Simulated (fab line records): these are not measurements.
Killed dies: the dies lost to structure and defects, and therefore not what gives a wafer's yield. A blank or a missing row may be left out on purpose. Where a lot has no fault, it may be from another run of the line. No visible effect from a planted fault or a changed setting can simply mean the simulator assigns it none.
What tool caused it? | flow nand_harc | 7 lots, 20 wafers sampled, at 2 steps of a route of 1302

WHAT EACH GAUGE READ, for each wafer
NHARC_A_ONON_D1_THK_MEAS_24: measures by ellipsometry.
lot  | measured     | on            | thk_nm (nm)
L992 | day 8 15:43  | film_metro-01 | 1011 1012 1009
L994 | day 9 11:39  | film_metro-02 | 1012 1014 1012
L996 | day 10 07:35 | film_metro-01 | 1006 1004 1007
L998 | day 11 03:03 | film_metro-01 | 997 997 998
L100 | day 12 08:16 | film_metro-01 | 987 987 986
L108 | day 15 14:09 | film_metro-02 | 1503 998
L112 | day 16 17:56 | film_metro-01 | 994 995 994

WHAT TOOL EACH LOT RAN ON (gives the tool, then ch and the chambers of the sampled wafers, and finally the start)
lot  | NHARC_A_ONON_D1_DEP_22
L992 | pecvd_onon-04 ch 0, day 8 15:16
L994 | pecvd_onon-04 ch 0, day 9 11:08
L996 | pecvd_onon-04 ch 0, day 10 07:08
L998 | pecvd_onon-01 ch 0, day 11 02:32
L100 | pecvd_onon-02 ch 0, day 12 07:46
L108 | pecvd_onon-02 ch 0, day 15 13:39
L112 | pecvd_onon-04 ch 0, day 16 17:29
- NHARC_A_ONON_D1_DEP_22: target thk 1000 nm.

THE ANSWER, worked out from the rows above alone
Rule: what is usual is taken from the lots themselves. The widest of any qualifying gaps counts: lots, ordered by their means at a reading, are off when they make up no more than a third of the lots, leave a main group of 4 or more, and stand apart from it by 3 or more times the standard deviation of that group's means. The tables above print the reading to a certain number of digits; a main group whose means all agree to those digits is not used. A lot without any number at a reading at which 4 lots or more have one is off too. Where the step has rows for the other lots, those lots are counted as sound.
Off, at NHARC_A_ONON_D1_THK_MEAS_24 on thk_nm: L108. Mean 1001 nm and standard deviation 9.3 in the main group.
If a tool, at a process step before that reading, ran all the lots that are off and no sound lot after the first of them, it fits. The gauges at NHARC_A_ONON_D1_THK_MEAS_24 are tried like those tools. 2 tools fit, pecvd_onon-02 at NHARC_A_ONON_D1_DEP_22 and film_metro-02 at NHARC_A_ONON_D1_THK_MEAS_24, so this cannot tell which one it is.

WHAT WAS PUT IN BY THE SIMULATOR
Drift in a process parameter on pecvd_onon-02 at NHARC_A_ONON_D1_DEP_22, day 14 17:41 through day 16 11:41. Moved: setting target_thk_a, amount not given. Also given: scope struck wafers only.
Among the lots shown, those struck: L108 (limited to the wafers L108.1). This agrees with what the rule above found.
